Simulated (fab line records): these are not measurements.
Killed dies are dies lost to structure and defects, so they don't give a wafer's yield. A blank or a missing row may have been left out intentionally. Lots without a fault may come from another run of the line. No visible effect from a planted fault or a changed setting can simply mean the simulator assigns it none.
One fault through the eyes of 3 desks :: flow n5_finfet :: numbers are kept per desk, each desk with only its own; the story behind them comes last

THE DEFECT DESK
Counts from the inspections along the route, per lot, as means over the sampled wafers that have a number. A lot is out of limits, marked OUT, if its mean lies more than 4 standard deviations from the usual mean; the brackets give that distance.
Columns: A = raw_defect_count at N5_BEOL_M12_INSPECT_12, usual 2.3
lot: L960
first seen here: day 11 04:01
A: 3.7

lot: L963
first seen here: day 12 01:03
A: 0.7

lot: L967
first seen here: day 13 09:57
A: 2.3

lot: L971
first seen here: day 14 02:22
A: 3.0

lot: L974
first seen here: day 15 12:08
A: 3.7

lot: L978
first seen here: day 16 00:32
A: 1.3
Finding of this desk: none of the 6 lots has anything out of limits.

FROM THE METROLOGY DESK
What the gauges read, lot by lot, whatever tool the lot ran on: means of the sampled wafers that have a number. A lot is out of limits, marked OUT, if its mean lies more than 4 standard deviations from the usual mean; the brackets give that distance.
Columns: A = cd_nm at N5_BEOL_M12_CD_MEAS_10, usual 141.1 nm; B = V11_OVL at N5_BEOL_M12_OVL_MEAS_11, usual 1 nm; C = cd_nm at N5_BEOL_M12_CD_MEAS_17, usual 141.9 nm
lot: L960
first seen here: day 11 03:58
A: 141.9
B: -2
C: 143.7

lot: L963
first seen here: day 12 00:59
A: 143.0
B: 2
C: 144.3

lot: L967
first seen here: day 13 09:53
A: 141.4
B: 5
C: 142.0

lot: L971
first seen here: day 14 02:19
A: 140.5
B: -2
C: 142.2

lot: L974
first seen here: day 15 12:05
A: 141.8
B: 5
C: 142.0

lot: L978
first seen here: day 16 00:29
A: 142.5
B: 3
C: 144.6
Finding of this desk: none of the 6 lots has anything out of limits.

FOR THE TOOL OWNER'S DESK: litho_track-02
The tool's own readings at N5_BEOL_M12_COAT_65 (time 60 s, resist thk 300 nm): means of the sampled wafers that have a number, for each lot that ran on this tool. A lot is out of limits, marked OUT, if its mean lies more than 4 standard deviations from the usual mean; the brackets give that distance.
Columns: A = spin_speed_rpm at N5_BEOL_M12_COAT_65, usual 1499.9 rpm
lot: L963
first seen here: day 12 01:39
A: 1537.2 (+34) OUT

lot: L967
first seen here: day 13 10:31
A: 1536.5 (+33) OUT

lot: L974
first seen here: day 15 12:43
A: 1500.5
This desk's finding: out of limits on L963, L967; first on L963, day 12 01:39 (spin_speed_rpm at N5_BEOL_M12_COAT_65). L974: within limits.

PUT TOGETHER
On L963, L967, at day 12 01:39, an alarm was possible from the tool owner's desk.
No out-of-limits result turned up at the defect desk.
From the metrology desk's view, nothing was out of limits.
The defect desk has L963, L967 on record, within its limits.
The metrology desk holds a record of L963, L967, inside its limits.
All the named lots went through N5_BEOL_M12_COAT_65 on litho_track-02.

WHAT THE SIMULATOR HAD PUT IN
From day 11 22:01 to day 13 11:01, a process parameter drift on litho_track-02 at N5_BEOL_M12_COAT_65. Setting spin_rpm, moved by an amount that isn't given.
Lots struck among those shown: L963, L967.
Each desk's first reading out of limits, in hours after the fault started: the tool owner's desk, 4.
